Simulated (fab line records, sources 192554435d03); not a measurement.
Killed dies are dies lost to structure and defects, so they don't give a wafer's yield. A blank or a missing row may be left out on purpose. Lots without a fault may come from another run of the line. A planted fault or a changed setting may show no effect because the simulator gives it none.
Chamber matching | flow n5_finfet | N5_FIN_SAQP_SPACER2_ETCHBACK_29 on rie_diel-04: 4 sister chambers
The step etches SiO2 in CHF3/O2, target depth 12.2 nm, time 6.1 s. 8 wafers are shown with their chamber, then 10 later ones without.

WAFERS WITH THEIR CHAMBER
wafer  | chamber | rf_vpp_V (V) | throttle_valve_pct (%)
L076.5 | 0       | 531          | 18.67
L083.1 | 3       | 552          | 18.87
L085.4 | 0       | 532          | 18.72
L086.2 | 3       | 552          | 18.90
L086.3 | 2       | 530          | 18.95
L086.5 | 1       | 522          | 19.33
L088.1 | 2       | 530          | 18.95
L088.3 | 1       | 523          | 19.33

WAFERS WITHOUT THEIR CHAMBER
wafer  | rf_vpp_V (V) | throttle_valve_pct (%)
L088.6 | 530          | 18.97
L089.2 | 529          | 18.97
L089.3 | 522          | 19.36
L089.5 | 530          | 18.29
L090.4 | 531          | 18.28
L090.5 | 529          | 18.96
L090.6 | 552          | 18.91
L092.3 | 529          | 18.98
L092.4 | 530          | 18.31
L092.5 | 530          | 18.96

WHICH CHAMBER EACH WENT THROUGH
wafer  | from the rows above | in truth
L088.6 | 2                   | 2
L089.2 | 2                   | 2
L089.3 | 1                   | 1
L089.5 | 0                   | 0
L090.4 | 0                   | 0
L090.5 | 2                   | 2
L090.6 | 3                   | 3
L092.3 | 2                   | 2
L092.4 | 0                   | 0
L092.5 | 2                   | 2
Placed correctly: 10 of 10. Can't be placed from these rows: 0. Placed wrongly: 0.
How it was worked out, from the rows above alone: a wafer's distance from a chamber is the root of the sum, over the readings, of the square of ((its reading less the chamber's mean) divided by the reading's scatter). The wafer belongs to the nearest chamber; if the next one is less than 2 further off, it can't be placed. A chamber's mean is the mean of its shown wafers. The scatter: the root of (the sum of the squares of (reading less its chamber's mean) over the shown wafers, divided by (wafers less chambers)).
